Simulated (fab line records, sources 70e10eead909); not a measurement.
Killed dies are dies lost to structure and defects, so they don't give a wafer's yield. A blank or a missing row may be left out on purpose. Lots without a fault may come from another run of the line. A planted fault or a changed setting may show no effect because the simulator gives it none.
Chamber matching | flow nand_harc | NHARC_A_CHANNEL_FILL_D1_CMP_10 on cmp-04: 4 sister chambers
The step polishes, target thk 150 nm. 7 wafers are shown with their chamber, then 8 later ones without.

WAFERS WITH THEIR CHAMBER
wafer  | chamber | motor_current_A (A) | time_to_endpoint_s (s)
L077.2 | 1       | 12.1                | 12.2
L077.6 | 2       | 9.4                 | 13.5
L079.5 | 3       | 13.5                | 15.5
L079.6 | 2       | 9.4                 | 16.5
L080.3 | 1       | 10.4                | 14.4
L080.6 | 0       | 11.5                | 15.1
L083.2 | 0       | 11.6                | 15.2

WAFERS WITHOUT THEIR CHAMBER
wafer  | motor_current_A (A) | time_to_endpoint_s (s)
L083.3 | 10.7                | 13.4
L083.4 | 13.8                | 14.6
L088.2 | 11.6                | 15.9
L088.3 | 10.8                | 15.4
L088.6 | 11.0                | 15.5
L095.1 | 9.6                 | 18.3
L095.4 | 11.9                | 19.3
L095.5 | 10.7                | 15.6

WHICH CHAMBER EACH WENT THROUGH
wafer  | from the rows above               | in truth
L083.3 | can't be placed: 1 or 0 or 2      | 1
L083.4 | 3                                 | 3
L088.2 | can't be placed: 0 or 1           | 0
L088.3 | can't be placed: 0 or 1 or 2      | 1
L088.6 | can't be placed: 0 or 1 or 2      | 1
L095.1 | can't be placed: 2 or 0 or 1      | 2
L095.4 | can't be placed: 0 or 3 or 1 or 2 | 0
L095.5 | can't be placed: 0 or 1 or 2      | 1
Placed correctly: 1 of 8. Can't be placed from these rows: 7 (the true chamber is among the candidates in 7). Placed wrongly: 0.
How it was worked out, from the rows above alone: a wafer's distance from a chamber is the root of the sum, over the readings, of the square of ((its reading less the chamber's mean) divided by the reading's scatter). The wafer belongs to the nearest chamber; if the next one is less than 2 further off, it can't be placed. A chamber's mean is the mean of its shown wafers. The scatter: the root of (the sum of the squares of (reading less its chamber's mean) over the shown wafers, divided by (wafers less chambers)).
